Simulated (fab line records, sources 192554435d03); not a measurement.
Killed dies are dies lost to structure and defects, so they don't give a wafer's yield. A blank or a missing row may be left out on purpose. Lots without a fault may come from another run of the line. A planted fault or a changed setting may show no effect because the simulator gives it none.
One fault seen from 3 desks | flow n5_finfet | each desk has only its own numbers; what lay behind them comes last

THE DEFECT DESK
What the inspections along the route counted, lot by lot: means of the sampled wafers that have a number. A lot is out of limits, marked OUT, if its mean lies more than 4 standard deviations from the usual mean; the brackets give that distance.
Columns: A = raw_defect_count at N5_PASSIVATION_INSPECT_67, usual 2.0
lot  | first seen here | A
L547 | day 13 07:14    | 1.7
L550 | day 14 04:46    | 1.0
L558 | day 16 07:47    | 2.7
L565 | day 17 23:16    | 2.3
L566 | day 19 11:28    | 2.3
This desk's finding: nothing out of limits on any of the 5 lots.

THE METROLOGY DESK
What the gauges read, lot by lot, whatever tool the lot ran on: means of the sampled wafers that have a number. A lot is out of limits, marked OUT, if its mean lies more than 4 standard deviations from the usual mean; the brackets give that distance.
Columns: A = cd_nm at N5_PASSIVATION_CD_MEAS_44, usual 40000 nm; B = PASS_OPEN_OVL at N5_PASSIVATION_OVL_MEAS_66, usual -3 nm
lot  | first seen here | A     | B
L547 | day 13 07:11    | 40000 | -5
L550 | day 14 04:42    | 39999 | -8
L558 | day 16 07:44    | 39998 | 4
L565 | day 17 23:13    | 39999 | -2
L566 | day 19 11:25    | 40003 | -1
This desk's finding: nothing out of limits on any of the 5 lots.

THE TOOL OWNER'S DESK: rie_diel-04
The tool's own readings at N5_PASSIVATION_PASS_ETCH_47 (etches SiNx in CF4/O2, target depth 770 nm, time 385 s): means of the sampled wafers that have a number, for each lot that ran on this tool. A lot is out of limits, marked OUT, if its mean lies more than 4 standard deviations from the usual mean; the brackets give that distance. Of its 9 readings 7 are shown: those that lie furthest out on some lot.
Columns: A = bias_w at N5_PASSIVATION_PASS_ETCH_47, usual 48.98 W; B = cf4_flow_sccm at N5_PASSIVATION_PASS_ETCH_47, usual 100.01 sccm; C = chamber_pressure_mTorr at N5_PASSIVATION_PASS_ETCH_47, usual 40.00 mTorr; D = oes_f_703_au at N5_PASSIVATION_PASS_ETCH_47, usual 0.82 a.u.; E = oes_product_au at N5_PASSIVATION_PASS_ETCH_47, usual 0.82 a.u.; F = rf_vpp_V at N5_PASSIVATION_PASS_ETCH_47, usual 241 V; G = showerhead_plenum_p_Torr at N5_PASSIVATION_PASS_ETCH_47, usual 2.22 Torr
lot  | first seen here | A     | B      | C     | D    | E    | F   | G
L550 | day 14 04:50    | 49.15 | 100.08 | 40.00 | 0.85 | 0.85 | 238 | 2.20
L558 | day 16 07:52    | 49.01 | 100.16 | 40.04 | 0.87 | 0.87 | 237 | 2.18
This desk's finding: nothing out of limits on any of the 2 lots.

PUT TOGETHER
The defect desk saw nothing out of limits.
The metrology desk saw nothing out of limits.
The tool owner's desk saw nothing out of limits.

WHAT THE SIMULATOR HAD PUT IN
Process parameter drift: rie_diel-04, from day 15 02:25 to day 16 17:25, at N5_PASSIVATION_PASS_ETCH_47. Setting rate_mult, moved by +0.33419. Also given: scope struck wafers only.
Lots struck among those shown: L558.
